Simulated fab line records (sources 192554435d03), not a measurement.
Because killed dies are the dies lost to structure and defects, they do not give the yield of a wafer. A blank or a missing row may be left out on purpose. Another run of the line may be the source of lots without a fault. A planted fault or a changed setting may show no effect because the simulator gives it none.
fab line records	flow n5Finfet	part 2 of 2: steps 4 to 6 of 6
[record] lots = 21	wafers = 63	lastDay = 17
route steps=1938 shown BEOL_M2@883 BEOL_M3@931
lots with no fault: from the same line, run without faults
startH: hours from the record's opening day to when the first of the lot's shown wafers began	waitH: how many hours have passed since the lot's step before this one	" identical to the entry in the row above	L1.1+2: several wafers, shown together as one row	- no value, or no start was given	* or withheld: withheld	< > ~ a bound
route shown NAME@n: a module of which the file shows steps, and the number in the route of the first	usual: mean and standard deviation over wafers with no fault	same: alike in all rows	chamber/n: place in a boat	sites: each site's reading	_std_site: standard deviation across them	_edge_site: inner sites' mean taken away from outer sites' mean	radiusMm: for every site, how far away it sits from the centre of the wafer	mask NAME#n: copy n	behind: the tool/chamber that last shaped the wafer	hold: what put the lot on hold/how long, in hours/how the hold closed	device: whichever transistor did not switch (one of n, p or np)	end of line: the tests these same wafers got at the end of their route	a step given without rows: its recipe and nothing more	killed: not the wafer's yield, but the dies lost to structure and defects at the first sort	map: a wafer's dies, marking killed ones x, the rest . and places with no die _
set.NAME: the run value of the setting; set.NAME@STEP: its run value at that earlier step	model.NAME: the simulator's own value behind a step, which no gauge read
one table for each step of the route and one row for each wafer, over a sample of lots
services: a tool's chamber out of use, with start hour (startH, from the record's first day; less than 0 if before it), hours out, and reason
[[steps]]
[step N5_BEOL_M2_ANNEAL_51]
[recipe] tempC = 225	timeS = 90	ambient = N2
[usual] wafer_temp_C_max = 225.63/0.2
lot.wafer	tool	chamber	startH	waitH	wafer_temp_C_max
L075.2	rtpAnneal-02	0	138.71	0.3	226.04
L075.4	"	0	"	"	225.75
L075.5	"	0	"	"	225.57
L074.1	rtpAnneal-02	0	141.79	0.2	225.78
L074.3	"	0	"	"	225.96
L074.5	"	0	"	"	225.80
L076.1	rtpAnneal-02	0	150.72	0.1	225.55
L076.2	"	0	"	"	225.96
L076.3	"	0	"	"	225.85
L078.1	rtpAnneal-01	0	172.39	0.5	225.48
L078.5	"	0	"	"	225.51
L078.6	"	0	"	"	225.60
L079.2	rtpAnneal-02	0	180.50	0.1	225.70
L079.3	"	0	"	"	225.49
L079.5	"	0	"	"	225.62
L080.2	rtpAnneal-01	0	183.92	0.1	225.54
L080.3	"	0	"	"	225.60
L080.6	"	0	"	"	225.68
L082.1	rtpAnneal-01	0	186.84	0.1	225.53
L082.3	"	0	"	"	225.47
L082.6	"	0	"	"	225.38
L081.1	rtpAnneal-01	0	189.33	0.1	225.66
L081.3	"	0	"	"	225.47
L081.6	"	0	"	"	225.65
L083.3	rtpAnneal-01	0	192.22	0.1	225.32
L083.4	"	0	"	"	225.41
L083.6	"	0	"	"	225.62
L084.1	rtpAnneal-01	0	193.31	0.1	225.43
L084.5	"	0	"	"	225.52
L084.6	"	0	"	"	225.82
L085.1	rtpAnneal-02	0	209.75	0.1	225.81
L085.4	"	0	"	"	225.67
L085.6	"	0	"	"	225.88
L087.1	rtpAnneal-02	0	215.69	0.1	225.42
L087.3	"	0	"	"	225.81
L087.5	"	0	"	"	225.52
L088.1	rtpAnneal-01	0	222.26	0.1	225.41
L088.2	"	0	"	"	225.49
L088.4	"	0	"	"	225.29
L090.1	rtpAnneal-01	0	236.64	0.1	226.05
L090.4	"	0	"	"	225.56
L090.6	"	0	"	"	225.66
L089.1	rtpAnneal-02	0	239.42	0.1	225.95
L089.3	"	0	"	"	225.43
L089.6	"	0	"	"	225.74
L091.4	rtpAnneal-01	0	244.37	0.2	225.88
L091.5	"	0	"	"	225.42
L091.6	"	0	"	"	225.65
L092.1	rtpAnneal-02	0	262.38	0.1	225.76
L092.2	"	0	"	"	226.10
L092.4	"	0	"	"	225.97
L093.1	rtpAnneal-01	0	262.76	0.1	225.45
L093.4	"	0	"	"	225.57
L093.5	"	0	"	"	225.90
L095.1	rtpAnneal-01	0	267.39	0.1	225.62
L095.3	"	0	"	"	225.38
L095.6	"	0	"	"	225.55
L096.1	rtpAnneal-01	0	271.23	0.1	225.37
L096.5	"	0	"	"	225.39
L096.6	"	0	"	"	225.35
L097.1	rtpAnneal-01	0	273.61	0.2	225.36
L097.2	"	0	"	"	225.64
L097.6	"	0	"	"	225.59
[step N5_BEOL_M2_RS_MEAS_58]
[recipe] thkMeasGauge = four-point-probe	reads = Co_of_BEOL_M2_CO_CAP_55+Cu_of_BEOL_M2_ECD_50+Co_of_BEOL_M2_CVD_47+TaN_of_BEOL_M2_ALD_84
[usual] M2_RS = 0.68/0.037
lot.wafer	tool	chamber	startH	waitH	M2_RS[ohm/sq]
L075.2	filmMetro-02	-	139.63	0.1	0.69
L075.4	"	-	"	"	0.70
L075.5	"	-	"	"	0.70
L074.1	filmMetro-02	-	142.64	0.0	0.72
L074.3	"	-	"	"	0.65
L074.5	"	-	"	"	0.67
L076.1	filmMetro-01	-	151.57	0.0	0.65
L076.2	"	-	"	"	0.68
L076.3	"	-	"	"	0.69
L078.1	filmMetro-02	-	173.27	0.0	0.65
L078.5	"	-	"	"	0.65
L078.6	"	-	"	"	0.67
L079.2	filmMetro-02	-	181.31	0.1	0.65
L079.3	"	-	"	"	0.65
L079.5	"	-	"	"	0.65
L080.2	filmMetro-02	-	184.73	0.1	0.66
L080.3	"	-	"	"	0.66
L080.6	"	-	"	"	0.68
L082.1	filmMetro-01	-	187.70	0.0	0.76
L082.3	"	-	"	"	0.67
L082.6	"	-	"	"	0.69
L081.1	filmMetro-01	-	190.18	0.0	0.66
L081.3	"	-	"	"	0.69
L081.6	"	-	"	"	0.76
L083.3	filmMetro-02	-	192.98	0.1	0.65
L083.4	"	-	"	"	0.78
L083.6	"	-	"	"	0.66
L084.1	filmMetro-02	-	194.16	0.0	0.66
L084.5	"	-	"	"	0.68
L084.6	"	-	"	"	0.64
L085.1	filmMetro-01	-	210.61	0.0	0.63
L085.4	"	-	"	"	0.64
L085.6	"	-	"	"	0.65
L087.1	filmMetro-01	-	216.62	0.0	0.73
L087.3	"	-	"	"	0.65
L087.5	"	-	"	"	0.62
L088.1	filmMetro-01	-	223.11	0.0	0.66
L088.2	"	-	"	"	0.62
L088.4	"	-	"	"	0.69
L090.1	filmMetro-01	-	237.55	0.0	0.63
L090.4	"	-	"	"	0.63
L090.6	"	-	"	"	0.63
L089.1	filmMetro-02	-	240.27	0.0	0.75
L089.3	"	-	"	"	0.70
L089.6	"	-	"	"	0.76
L091.4	filmMetro-02	-	245.09	0.0	0.67
L091.5	"	-	"	"	0.68
L091.6	"	-	"	"	0.72
L092.1	filmMetro-01	-	263.23	0.0	0.66
L092.2	"	-	"	"	0.65
L092.4	"	-	"	"	0.64
L093.1	filmMetro-01	-	263.71	0.1	0.67
L093.4	"	-	"	"	0.65
L093.5	"	-	"	"	0.68
L095.1	filmMetro-01	-	268.39	0.0	0.70
L095.3	"	-	"	"	0.69
L095.6	"	-	"	"	0.66
L096.1	filmMetro-01	-	272.08	0.0	0.62
L096.5	"	-	"	"	0.61
L096.6	"	-	"	"	0.63
L097.1	filmMetro-01	-	274.46	0.0	0.70
L097.2	"	-	"	"	0.66
L097.6	"	-	"	"	0.68
[step N5_BEOL_M3_ILD_DEP_00]
[recipe] material = SiOC	targetThkA = 790	tempC = 350	precursor = DEMS/O2	pressureTorr = 5	rfW = 500	timeS = 15.3
[usual] heaterPowerW = 498/52	rfFwdPowerW = 494.8/1.6	showerheadPlenumPTorr = 5.695/0.013	susceptorTempC = 350.07/0.21	throttleValvePct = 12.0/0.6
lot.wafer	tool	chamber	startH	waitH	heaterPowerW	rfFwdPowerW	showerheadPlenumPTorr	susceptorTempC	throttleValvePct
L075.2	pecvd-03	1	139.69	0.0	513	496.1	5.676	350.02	11.3
L075.4	"	1	"	"	502	495.3	5.675	350.17	11.7
L075.5	"	2	"	"	562	495.8	5.703	350.27	11.5
L074.1	pecvd-04	1	142.70	0.0	393	491.4	5.690	349.86	13.0
L074.3	"	2	"	"	455	494.3	5.690	349.89	11.1
L074.5	"	1	"	"	384	495.0	5.684	349.87	12.9
L076.1	pecvd-03	2	151.63	0.0	569	497.4	5.702	349.93	11.7
L076.2	"	0	"	"	465	495.4	5.701	350.02	12.3
L076.3	"	2	"	"	580	495.8	5.709	350.16	11.8
L078.1	pecvd-04	1	173.33	0.0	414	493.1	5.688	350.10	12.9
L078.5	"	2	"	"	501	495.4	5.704	350.12	11.4
L078.6	"	0	"	"	447	494.9	5.687	349.55	12.6
L079.2	pecvd-03	0	181.37	0.0	547	495.2	5.705	350.09	12.2
L079.3	"	1	"	"	525	495.8	5.691	350.19	11.3
L079.5	"	1	"	"	541	494.9	5.684	350.17	11.4
L080.2	pecvd-03	1	184.79	0.0	524	492.5	5.682	350.00	11.6
L080.3	"	0	"	"	537	494.2	5.723	350.07	12.6
L080.6	"	0	"	"	529	495.0	5.693	350.03	12.3
L082.1	pecvd-04	1	187.76	0.0	425	493.8	5.678	349.91	12.9
L082.3	"	0	"	"	453	494.8	5.691	349.85	12.0
L082.6	"	2	"	"	448	491.8	5.682	349.73	11.5
L081.1	pecvd-04	2	190.25	0.0	514	496.6	5.692	350.09	11.5
L081.3	"	0	"	"	462	495.7	5.676	350.50	12.4
L081.6	"	1	"	"	454	492.2	5.690	349.89	12.7
L083.3	pecvd-03	1	193.05	0.0	451	493.9	5.677	350.12	11.5
L083.4	"	0	"	"	558	493.9	5.708	350.11	12.5
L083.6	"	1	"	"	449	495.5	5.685	350.47	11.4
L084.1	pecvd-03	1	194.23	0.0	464	494.4	5.701	350.17	11.3
L084.5	"	1	"	"	474	495.2	5.678	350.14	11.9
L084.6	"	2	"	"	589	497.2	5.706	350.00	11.5
L085.1	pecvd-04	1	210.67	0.0	469	496.7	5.687	350.07	13.0
L085.4	"	2	"	"	510	494.2	5.687	349.69	11.6
L085.6	"	0	"	"	500	494.0	5.690	349.90	12.6
L087.1	pecvd-03	1	216.69	0.0	454	494.6	5.684	349.92	11.4
L087.3	"	0	"	"	525	493.7	5.710	350.17	12.2
L087.5	"	1	"	"	451	492.8	5.684	349.98	11.4
L088.1	pecvd-03	0	223.17	0.0	497	497.5	5.710	349.99	12.3
L088.2	"	1	"	"	546	494.4	5.684	350.02	11.3
L088.4	"	1	"	"	537	493.1	5.676	350.21	11.4
L090.1	pecvd-03	2	237.62	0.0	541	494.6	5.704	350.52	11.5
L090.4	"	2	"	"	546	494.9	5.690	350.07	11.8
L090.6	"	1	"	"	535	496.2	5.672	349.93	11.6
L089.1	pecvd-04	0	240.33	0.0	537	492.4	5.693	349.78	12.6
L089.3	"	2	"	"	483	495.1	5.692	350.17	11.1
L089.6	"	2	"	"	475	495.7	5.700	349.96	11.3
L091.4	pecvd-04	0	245.17	0.1	428	497.1	5.695	349.92	12.6
L091.5	"	1	"	"	463	494.6	5.693	350.10	13.0
L091.6	"	2	"	"	468	495.0	5.691	350.02	11.8
L092.1	pecvd-03	2	263.30	0.0	594	494.5	5.699	350.17	11.4
L092.2	"	0	"	"	556	494.8	5.731	350.38	12.5
L092.4	"	1	"	"	523	495.5	5.665	350.44	11.5
L093.1	pecvd-03	1	263.77	0.0	475	494.9	5.686	349.96	11.2
L093.4	"	2	"	"	560	495.5	5.693	350.05	11.6
L093.5	"	0	"	"	544	494.6	5.721	350.38	12.3
L095.1	pecvd-03	0	268.45	0.0	462	494.8	5.709	350.23	12.4
L095.3	"	1	"	"	445	494.6	5.666	350.25	11.4
L095.6	"	0	"	"	466	493.1	5.714	350.23	12.3
L096.1	pecvd-04	2	272.15	0.0	476	496.2	5.712	350.21	11.3
L096.5	"	1	"	"	463	494.2	5.688	349.84	13.0
L096.6	"	0	"	"	476	494.5	5.690	350.05	12.7
L097.1	pecvd-04	2	274.52	0.0	419	494.5	5.691	349.96	11.5
L097.2	"	1	"	"	392	493.9	5.692	350.04	13.1
L097.6	"	0	"	"	515	491.4	5.696	350.11	12.4
[[services]]
tool	chamber	startH	hours	kind
rieDiel-04	0	118.61	-	clean
rieDiel-04	0	118.61	-	consumableReplace:focusRing
rieDiel-04	0	118.61	15.0	scheduledDown
rieDiel-04	0	118.61	15.0	ventCycle
pecvd-03	-	134.59	1.1	repair
pvdSputter-03	-	143.41	1.6	repair
pecvd-03	1	147.00	5.5	scheduledDown
rieDiel-03	0	151.36	2.6	repair
rieDiel-04	3	172.52	3.1	repair
pecvd-03	2	178.61	11.9	repair
rieDiel-04	2	184.78	-	clean
rieDiel-04	2	184.78	-	consumableReplace:focusRing
rieDiel-04	2	184.78	-	consumableReplace:showerhead
rieDiel-04	2	184.78	21.2	scheduledDown
rieDiel-04	2	184.78	21.2	ventCycle
pecvd-03	2	202.38	-	clean
pecvd-03	2	202.38	-	consumableReplace:showerhead
pecvd-03	2	202.38	29.0	scheduledDown
pecvd-03	2	202.38	29.0	ventCycle
pecvd-03	0	237.48	20.3	repair
rieDiel-04	3	246.40	-	clean
rieDiel-04	3	246.40	-	consumableReplace:focusRing
pecvd-04	1	262.03	9.9	repair
rieDiel-05	1	269.99	15.2	repair
